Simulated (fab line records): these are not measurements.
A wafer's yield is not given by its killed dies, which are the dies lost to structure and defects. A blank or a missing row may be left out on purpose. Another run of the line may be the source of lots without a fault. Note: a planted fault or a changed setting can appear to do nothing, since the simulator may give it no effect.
Chamber matching	flow n5Finfet	N5_BEOL_M0_SAQP_HM_DEP_111 on pecvd-04 has 3 sister chambers
The step deposits SiO2 from SiH4/N2O, target thk 12 nm, time 7.2 s. 3 wafers are shown with their chamber, then 7 later ones without.

WAFERS, EACH WITH ITS CHAMBER
wafer	chamber	showerheadPlenumPTorr (Torr)
L087.4	2	7.97
L087.5	1	8.12
L089.5	0	8.10

WAFERS WITHOUT THEIR CHAMBER
wafer	showerheadPlenumPTorr (Torr)
L089.6	8.12
L090.3	7.96
L090.5	8.11
L090.6	7.98
L096.1	8.13
L096.5	8.12
L096.6	8.10

CHAMBER TAKEN BY EACH
wafer	from the rows above	in truth
L089.6	1	1
L090.3	2	2
L090.5	can't be placed: 0 or 1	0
L090.6	2	2
L096.1	1	1
L096.5	1	1
L096.6	0	0
Correct placement for 6 of the 7. These rows do not allow placing 1 (true chamber among the candidates in 1). 0 placed wrongly.
How it was worked out, from the rows above alone: a wafer's distance from a chamber is the root of the sum, over the readings, of the square of ((its reading less the chamber's mean) divided by the reading's scatter). If the next closest chamber is less than 2 further off than the closest, the wafer can't be placed; otherwise it belongs to the closest. For every chamber, the mean is computed from those of its wafers that are shown. The scatter (one wafer shown for each chamber): square how far every hidden wafer sits from the nearest shown wafer, average those squares and take the square root.
